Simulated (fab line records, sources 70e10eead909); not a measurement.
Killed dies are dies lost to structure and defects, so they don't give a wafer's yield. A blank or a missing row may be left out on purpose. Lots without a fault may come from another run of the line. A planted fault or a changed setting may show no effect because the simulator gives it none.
Chamber matching | flow nand_harc | NHARC_A_STAIRCASE_CMP_472 on cmp-01: 4 sister chambers
The step polishes SiO2. 4 wafers are shown with their chamber, then 8 later ones without.

WAFERS WITH THEIR CHAMBER
wafer  | chamber | motor_current_A (A)
L084.3 | 2       | 10.5
L084.5 | 1       | 11.7
L084.6 | 0       | 13.9
L091.2 | 3       | 12.1

WAFERS WITHOUT THEIR CHAMBER
wafer  | motor_current_A (A)
L091.3 | 10.9
L091.4 | 11.3
L093.4 | 10.9
L093.5 | 10.3
L093.6 | 11.2
L097.3 | 11.3
L097.4 | 11.5
L097.5 | 11.2

WHICH CHAMBER EACH WENT THROUGH
wafer  | from the rows above          | in truth
L091.3 | can't be placed: 2 or 1      | 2
L091.4 | can't be placed: 1 or 3 or 2 | 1
L093.4 | can't be placed: 2 or 1      | 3
L093.5 | 2                            | 2
L093.6 | can't be placed: 1 or 2 or 3 | 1
L097.3 | can't be placed: 1 or 3 or 2 | 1
L097.4 | can't be placed: 1 or 3      | 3
L097.5 | can't be placed: 1 or 2 or 3 | 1
Placed correctly: 1 of 8. Can't be placed from these rows: 7 (the true chamber is among the candidates in 6). Placed wrongly: 0.
How it was worked out, from the rows above alone: a wafer's distance from a chamber is the root of the sum, over the readings, of the square of ((its reading less the chamber's mean) divided by the reading's scatter). The wafer belongs to the nearest chamber; if the next one is less than 2 further off, it can't be placed. A chamber's mean is the mean of its shown wafers. The scatter: with one shown wafer a chamber, the root of the mean of the squares of how far each hidden wafer lies from its nearest shown one.
